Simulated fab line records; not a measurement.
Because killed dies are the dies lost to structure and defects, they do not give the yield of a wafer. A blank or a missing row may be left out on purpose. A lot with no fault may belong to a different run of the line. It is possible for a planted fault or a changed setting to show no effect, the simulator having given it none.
Chamber matching + flow n5 finfet + 4 sister chambers for N5_BEOL_M15_VIA_ETCH_16 on rie diel-05
The step etches SiO2 in C4F8/O2/Ar, target depth 1792.2 nm. 16 wafers are shown with their chamber, then 8 later ones without.

WAFERS, EACH WITH ITS CHAMBER
| wafer  | chamber | showerhead plenum p Torr (Torr) | rf vpp V (V) | throttle valve pct (%) |
|--------|---------|---------------------------------|--------------|------------------------|
| L410.2 | 3       | 3.55                            | 2233         | 30.37                  |
| L410.3 | 2       | 3.35                            | 2228         | 30.81                  |
| L410.5 | 2       | 3.35                            | 2227         | 30.81                  |
| L409.1 | 2       | 3.35                            | 2228         | 30.81                  |
| L409.4 | 1       | 3.41                            | 2197         | 30.48                  |
| L409.5 | 2       | 3.35                            | 2227         | 30.83                  |
| L412.1 | 3       | 3.54                            | 2234         | 30.38                  |
| L412.4 | 0       | 3.55                            | 2238         | 30.59                  |
| L412.6 | 3       | 3.54                            | 2233         | 30.38                  |
| L414.2 | 0       | 3.55                            | 2238         | 30.60                  |
| L414.3 | 2       | 3.35                            | 2226         | 30.83                  |
| L414.6 | 3       | 3.54                            | 2235         | 30.41                  |
| L418.2 | 1       | 3.40                            | 2195         | 30.47                  |
| L418.3 | 0       | 3.54                            | 2236         | 30.60                  |
| L418.5 | 2       | 3.35                            | 2226         | 30.82                  |
| L419.3 | 0       | 3.54                            | 2236         | 30.58                  |

SIGNATURES (averages over the wafers above)
| reading                  | chamber 0 | chamber 1 | chamber 2 | chamber 3 | scatter within a chamber |
|--------------------------|-----------|-----------|-----------|-----------|--------------------------|
| showerhead plenum p Torr | 3.5450    | 3.4050    | 3.3500    | 3.5425    | 0.00433                  |
| rf vpp V                 | 2237.00   | 2196.00   | 2227.00   | 2233.75   | 1.03                     |
| throttle valve pct       | 30.5925   | 30.4750   | 30.8183   | 30.3850   | 0.0119                   |
Rule: a wafer lies at a distance from a chamber equal to the root of the sum of squares, over the readings, of (its reading less the chamber's mean, divided by the reading's scatter). The wafer belongs to the nearest chamber; if the next one is less than 2 further off, it can't be placed. The scatter: the root of (the sum of the squares of (reading less its chamber's mean) over the shown wafers, divided by (wafers less chambers)).

WAFERS MISSING THEIR CHAMBER
| wafer  | showerhead plenum p Torr (Torr) | rf vpp V (V) | throttle valve pct (%) |
|--------|---------------------------------|--------------|------------------------|
| L419.4 | 3.35                            | 2228         | 30.80                  |
| L419.5 | 3.54                            | 2235         | 30.38                  |
| L427.2 | 3.40                            | 2196         | 30.49                  |
| L427.3 | 3.53                            | 2232         | 30.40                  |
| L427.4 | 3.34                            | 2225         | 30.83                  |
| L431.1 | 3.53                            | 2235         | 30.63                  |
| L431.2 | 3.53                            | 2232         | 30.40                  |
| L431.5 | 3.33                            | 2225         | 30.86                  |

WHICH CHAMBER EACH WENT THROUGH
| wafer  | from the rows above | in truth |
|--------|---------------------|----------|
| L419.4 | 2                   | 2        |
| L419.5 | 3                   | 3        |
| L427.2 | 1                   | 1        |
| L427.3 | 3                   | 3        |
| L427.4 | 2                   | 2        |
| L431.1 | 0                   | 0        |
| L431.2 | 3                   | 3        |
| L431.5 | 2                   | 2        |
8 of 8 placed correctly. Number that these rows cannot place: 0. Number placed wrongly: 0.
